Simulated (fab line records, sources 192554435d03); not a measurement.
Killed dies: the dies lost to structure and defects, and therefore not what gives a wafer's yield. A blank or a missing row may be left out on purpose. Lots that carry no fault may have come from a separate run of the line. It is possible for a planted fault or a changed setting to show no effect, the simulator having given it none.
fab line records | flow n5-finfet
record lots=4 wafers=12 last-day=16
route steps=1938 shown BEOL_M10@1482 PASSIVATION@1936
lots untouched by any fault: they come from a run of this same line in which no faults occurred
start-h: the number of hours between the record's first day and the start of the first shown wafer of the lot | wait-h: how many hours have passed since the lot's step before this one | " unchanged from the row above | L1.1+2: several wafers, shown together as one row | - no value present, or no start provided | * or withheld: withheld | < > ~ a bound
route shown NAME@n: names a module that has steps shown in the file, with the first one's number in the route | usual: mean/standard deviation taken from wafers without a fault | same: alike in all rows | chamber/n: place in a boat | sites: per-site readings | _std_site: their standard deviation | _edge_site: the outer-site mean with the inner-site mean subtracted | radius-mm: how far each site lies from the wafer's centre | mask NAME#n: copy n | behind: the tool/chamber that last shaped the wafer | hold: reason for holding the lot/hours on hold/outcome of the hold | device: which transistor (n, p or np) failed to switch | end of line: the tests these same wafers got at the end of their route | where a step has no rows: the recipe by itself | killed: count of dies lost to structure and defects at first sort (not the wafer's yield) | map: a wafer's dies, marking killed ones x, the rest . and places with no die _
set.NAME: the setting the step ran with; set.NAME@STEP: the setting that earlier step ran with | model.NAME: the simulator's own value behind a step, which no gauge read
lots seen at some steps along the route; tables by step, rows by wafer
services: from which hour (start-h, from the record's first day; less than 0 if before it) a tool's chamber was out of use, for how many hours, and why
## steps
# step N5_BEOL_M10_DEVELOP_10
# recipe develop-time-s=30 developer=TMAH resist=CAR-ArF rinse-liquid=diw dry=air-spin dev-temp-c=23
# step N5_BEOL_M10_DESCUM_16
# recipe chemistry=O2 time-s=7.9 source-power-w=50 bias-power-w=20 pressure-mtorr=20 rf-frequency-hz=2.712e+07 temp-c=40 resist=CAR-ArF o2-flow-sccm=225
# step N5_BEOL_M10_ETCH_61
# recipe chemistry=CF4 target=SiARC target-depth-a=390 mask-material=CAR-ArF time-s=65 ion-energy-ev=80 pressure-mtorr=40 source-w=545 bias-w=36 Ar_flow_sccm=100 cf4-flow-sccm=100 ends=cleared
# step N5_BEOL_M10_ETCH_62
# recipe chemistry=N2/H2 target=SOC target-depth-a=1100 overetch-a=220 mask-material=SiARC temp-c=40 time-s=165 ion-energy-ev=200 pressure-mtorr=30 source-w=840 bias-w=150 n2-flow-sccm=200 h2-flow-sccm=200
# step N5_BEOL_M10_STRIP_68
# recipe chemistry=N2/H2 temp-c=40 n2-flow-sccm=200 h2-flow-sccm=200 rf-frequency-hz=6e+07
# step N5_BEOL_M10_STRIP_67
# recipe chemistry=CF4 resist=SiARC power-w=300 bias-power-w=75 pressure-mtorr=50 cf4-flow-sccm=150 rf-frequency-hz=6e+07
# step N5_BEOL_M10_HM_OPEN_17
# recipe chemistry=Cl2/BCl3 target-depth-a=200 overetch-a=60 target=TiN mask-material=SOC ion-energy-ev=150 pressure-mtorr=10 icp-w=1000 bias-w=126 Cl2_flow_sccm=53.25 bcl3-flow-sccm=21.75 Ar_flow_sccm=25
# step N5_BEOL_M10_STRIP_19
# recipe chemistry=O2 power-w=400 temp-c=40 pressure-mtorr=30 rf-frequency-hz=6e+07 bias-power-w=0 overash-fraction=0.2 o2-flow-sccm=225
# step N5_BEOL_M10_COAT_63
# recipe resist=SOC temp-c=250 time-s=60 spin-rpm=1500 resist-thk-nm=100
# usual plate-temp-C=250.03/0.18 spin-speed-rpm=1500.1/1.2
# columns lot.wafer tool chamber start-h wait-h plate-temp-C spin-speed-rpm model.SOC_of_BEOL_M10_COAT_63.thk-nm
L571.2 litho-track-05 0 229.34 0.1 250.18 1496.6 100
L571.3 " 0 " " 250.12 1499.5 100
L571.5 " 0 " " 250.23 1501.1 100
L572.2 litho-track-05 0 230.49 0.7 250.17 1294.3 108.4
L572.4 " 0 " " 250.03 1291.1 108
L572.5 " 0 " " 250.15 1294.8 108
L573.2 litho-track-05 0 236.63 0.0 249.99 1294.1 108
L573.4 " 0 " " 250.12 1293.0 108.2
L573.6 " 0 " " 250.19 1291.9 108
L588.1 litho-track-02 0 331.10 0.0 250.02 1501.0 100
L588.3 " 0 " " 250.11 1499.6 99.8
L588.4 " 0 " " 250.12 1501.3 100
# step N5_BEOL_M10_COAT_64
# recipe resist=SiARC temp-c=220 time-s=60 spin-rpm=1500 resist-thk-nm=30
# step N5_BEOL_M10_COAT_22
# recipe resist=CAR-ArF spin-rpm=1500 resist-thk-nm=90
# step N5_BEOL_M10_EBR_24
# recipe solvent=PGMEA ebr-width-mm=1.5
# step N5_BEOL_M10_SOFTBAKE_23
# recipe temp-c=110 time-s=60 resist=CAR-ArF
# step N5_BEOL_M10_EXPOSE_25
# recipe mask-id=V9 na=1.35 source-shape=annular sigma-inner=0.5 sigma-outer=0.8 polarization=unpolarized dose-mj=85.5
# step N5_BEOL_M10_PEB_26
# recipe peb-temp-c=withheld peb-time-s=60 resist=CAR-ArF
# step N5_BEOL_M10_DEVELOP_27
# recipe develop-time-s=30 developer=TMAH resist=CAR-ArF rinse-liquid=diw dry=air-spin dev-temp-c=23
# step N5_BEOL_M10_DESCUM_33
# recipe chemistry=O2 time-s=7.9 source-power-w=50 bias-power-w=20 pressure-mtorr=20 rf-frequency-hz=2.712e+07 temp-c=40 resist=CAR-ArF o2-flow-sccm=225
# step N5_BEOL_M10_ETCH_65
# recipe chemistry=CF4 target=SiARC target-depth-a=390 mask-material=CAR-ArF time-s=65 ion-energy-ev=80 pressure-mtorr=40 source-w=545 bias-w=36 Ar_flow_sccm=100 cf4-flow-sccm=100 ends=cleared
# step N5_BEOL_M10_ETCH_66
# recipe chemistry=N2/H2 target=SOC target-depth-a=1200 overetch-a=240 mask-material=SiARC temp-c=40 time-s=180 ion-energy-ev=200 pressure-mtorr=30 source-w=840 bias-w=150 n2-flow-sccm=200 h2-flow-sccm=200
# usual drypump-motor-current-A=5.8/0.35 n2-flow-sccm=200.0/0.66 oes-product-au=0.64/0.062 rf-vpp-V=524.1/1.6 showerhead-plenum-p-Torr=2.55/0.051 throttle-valve-pct=17.72/0.28
# columns lot.wafer tool chamber start-h wait-h drypump-motor-current-A n2-flow-sccm oes-product-au rf-hours-counter-h rf-vpp-V showerhead-plenum-p-Torr throttle-valve-pct model.etch.depth-nm
L571.2 rie-diel-04 1 229.89 0.0 6.0 199.6 0.66 60 525.8 2.59 17.93 100
L571.3 " 0 " " 6.1 200.7 0.59 191 521.9 2.52 18.08 100
L571.5 " 0 " " 6.1 199.4 0.59 - 524.5 2.52 18.08 100
L572.2 rie-diel-03 2 231.04 0.0 5.2 200.6 0.63 185 522.9 2.51 17.59 108.3
L572.4 " 0 " " 5.3 199.9 0.67 121 527.6 2.65 17.48 107.9
L572.5 " 2 " " 5.2 201.1 0.64 - 523.1 2.51 17.62 108
L573.2 rie-diel-04 2 237.08 0.0 6.1 199.0 0.81 2 521.6 2.50 17.23 107.9
L573.4 " 3 " " 5.9 199.8 0.60 232 526.2 2.60 17.80 108.2
L573.6 " 3 " " 5.9 199.1 0.59 - 527.2 2.60 17.81 108
L588.1 rie-diel-03 2 332.74 0.0 5.2 199.4 0.59 225 523.0 2.50 17.66 100.1
L588.3 " 3 " " 5.9 200.9 0.69 42 525.7 2.59 17.55 99.75
L588.4 " 0 " " 5.3 199.0 0.61 155 526.5 2.64 17.54 99.9
# step N5_BEOL_M10_STRIP_69
# recipe chemistry=N2/H2 temp-c=40 n2-flow-sccm=200 h2-flow-sccm=200 rf-frequency-hz=6e+07
# step N5_BEOL_M10_VIA_ETCH_34
# recipe chemistry=C4F6/O2 target=SiCOH_lowk target-depth-a=1845 mask-material=SOC taper-deg=4 time-s=69.2 ion-energy-ev=250 pressure-mtorr=30 source-w=345 bias-w=185 Ar_flow_sccm=300 C4F6_flow_sccm=10 O2_flow_sccm=10
# usual drypump-motor-current-A=5.8/0.35 oes-product-au=0.79/0.086 rf-vpp-V=666/11 showerhead-plenum-p-Torr=2.86/0.059 throttle-valve-pct=20.85/0.27
# columns lot.wafer tool chamber start-h wait-h drypump-motor-current-A oes-product-au rf-hours-counter-h rf-vpp-V showerhead-plenum-p-Torr throttle-valve-pct model.SOC_of_BEOL_M10_COAT_63.thk-nm
L571.2 rie-diel-04 1 230.01 0.0 6.0 0.83 60 677 2.91 21.17 92
L571.3 " 0 " " 6.1 0.74 192 658 2.82 21.14 92
L571.5 " 0 " " 6.1 0.73 - 657 2.82 21.14 92
L572.2 rie-diel-03 2 231.16 0.0 5.2 0.77 186 661 2.83 20.75 100.2
L572.4 " 0 " " 5.3 0.79 121 657 2.97 20.65 100
L572.5 " 2 " " 5.2 0.76 - 661 2.83 20.75 99.8
L573.2 rie-diel-04 2 237.20 0.0 6.1 0.98 2 679 2.80 20.46 99.8
L573.4 " 3 " " 6.0 0.70 232 667 2.92 20.94 100.2
L573.6 " 3 " " 6.0 0.70 - 667 2.92 20.91 100
L588.1 rie-diel-03 2 332.86 0.0 5.2 0.72 225 659 2.81 20.78 92
L588.3 " 3 " " 5.9 0.86 42 641 2.90 20.65 91.4
L588.4 " 0 " " 5.3 0.74 155 656 2.96 20.71 92.2
# step N5_BEOL_M10_STRIP_73
# recipe chemistry=C4F6/O2 resist=SiARC rf-frequency-hz=6e+07
# step N5_PASSIVATION_PROBE_49
# usual defect-limited-yield=91.4/1.4 killed_at_M0_to_M3=31/10 killed_at_M4_up=14/5.6 killed-at-contacts=13/6.3 killed-at-front-end=39/10 killed-at-other=4/3.1 killed-dies=101/16 killed-open=65/13 killed-short=34/7.2 sort_bin_5_function=5.1/0.88 sort_bin_6_memory=3.2/0.66 sort-n-pass=1079/16 sort-yield-pct=91.4/1.4
# same gross-dies=1180 killed-at-back-side=0 sort_bin_4_leakage[%]=0 sort_bin_8_speed[%]=0
# columns lot.wafer tool chamber start-h wait-h defect-limited-yield[%] killed_at_M0_to_M3 killed_at_M4_up killed-at-contacts killed-at-front-end killed-at-other killed-dies killed-open killed-short sort_bin_5_function[%] sort_bin_6_memory[%] sort-n-pass sort-yield-pct[%]
L588.3 prober-01 - 391.39 0.1 93.3 35 8 6 26 4 79 52 26 3.7 2.7 1101 93.3
# killed by level:class
L588.3 BEOL_M2:geometric-particle:open=12 BEOL_M3:geometric-particle:open=6 STARTING-WAFER:geometric-particle:short=6 MOL_CONTACT_COAG:geometric-particle:open=5 BEOL_M1:geometric-particle:open=5 FIN_SAQP:geometric-particle:open=4 FIN_SAQP:geometric-particle:short=4 BEOL_M0:geometric-particle:open=4
## services
# columns tool chamber start-h hours kind
rie-diel-04 2 210.28 - clean
rie-diel-04 2 210.28 - consumable-replace:focus-ring
rie-diel-04 2 210.28 22.0 scheduled-down
rie-diel-04 2 210.28 22.0 vent-cycle
rie-diel-03 - 211.67 1.7 repair
rie-diel-04 1 287.30 4.7 repair
rie-diel-03 3 291.56 6.8 repair
rie-diel-04 3 292.69 - clean
rie-diel-04 3 292.69 - consumable-replace:focus-ring
rie-diel-04 3 292.69 16.7 scheduled-down
rie-diel-04 3 292.69 16.7 vent-cycle
rie-diel-03 - 293.56 1.1 repair
rie-diel-03 0 296.71 5.3 repair
rie-diel-04 - 308.37 4.3 pm
litho-track-05 - 312.76 - consumable-replace:filter
rie-diel-04 3 321.46 9.9 repair
## key
first-sign step=N5_BEOL_M10_COAT_63 reading=spin-speed-rpm direction=down sigmas=99+ usual=* struck=*
effect none on later readings
model-effect step=N5_BEOL_M10_COAT_63 value=SOC_of_BEOL_M10_COAT_63.thk-nm without=100.3 struck=108.1
model-effect step=N5_BEOL_M10_ETCH_66 value=etch.depth-nm without=100.3 struck=108
model-effect step=N5_BEOL_M10_VIA_ETCH_34 value=SOC_of_BEOL_M10_COAT_63.thk-nm without=92.23 struck=100
met-at N5_BEOL_M10_COAT_63
struck-wafers L572.2,L572.4,L572.5,L573.2,L573.4,L573.6
onset-between 229.34 230.49
fault kind=process-parameter-drift tool=litho-track-05 chamber=- onset-h=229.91 steps=N5_BEOL_M10_COAT_63 channel=spin-rpm offset=* shape=step end-h=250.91 acts-in=* stated=*
